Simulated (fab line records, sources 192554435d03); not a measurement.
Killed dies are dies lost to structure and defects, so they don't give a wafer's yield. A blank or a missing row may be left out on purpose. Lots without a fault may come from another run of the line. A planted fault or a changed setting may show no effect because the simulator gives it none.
Chamber matching | flow n5_finfet | N5_BEOL_M15_TRENCH_ETCH_34 on rie_diel-03: 4 sister chambers
The step etches SiO2 in C4F8/O2/Ar, target depth 872.93 nm, time 199 s. 7 wafers are shown with their chamber, then 7 later ones without.

WAFERS WITH THEIR CHAMBER
wafer  | chamber | rf_vpp_V (V) | throttle_valve_pct (%)
L083.6 | 1       | 2154         | 30.95
L086.4 | 1       | 2154         | 30.98
L089.4 | 0       | 2217         | 31.47
L089.5 | 2       | 2195         | 30.81
L089.6 | 3       | 2178         | 31.15
L088.1 | 0       | 2217         | 31.44
L088.3 | 2       | 2194         | 30.80

WAFERS WITHOUT THEIR CHAMBER
wafer  | rf_vpp_V (V) | throttle_valve_pct (%)
L088.4 | 2154         | 30.97
L093.1 | 2218         | 31.47
L093.4 | 2194         | 30.82
L093.6 | 2153         | 30.97
L097.2 | 2151         | 30.98
L097.3 | 2215         | 31.46
L097.5 | 2217         | 31.48

WHICH CHAMBER EACH WENT THROUGH
wafer  | from the rows above | in truth
L088.4 | 1                   | 1
L093.1 | 0                   | 0
L093.4 | 2                   | 2
L093.6 | 1                   | 1
L097.2 | 1                   | 1
L097.3 | 0                   | 0
L097.5 | 0                   | 0
Placed correctly: 7 of 7. Can't be placed from these rows: 0. Placed wrongly: 0.
How it was worked out, from the rows above alone: a wafer's distance from a chamber is the root of the sum, over the readings, of the square of ((its reading less the chamber's mean) divided by the reading's scatter). The wafer belongs to the nearest chamber; if the next one is less than 2 further off, it can't be placed. A chamber's mean is the mean of its shown wafers. The scatter: the root of (the sum of the squares of (reading less its chamber's mean) over the shown wafers, divided by (wafers less chambers)).
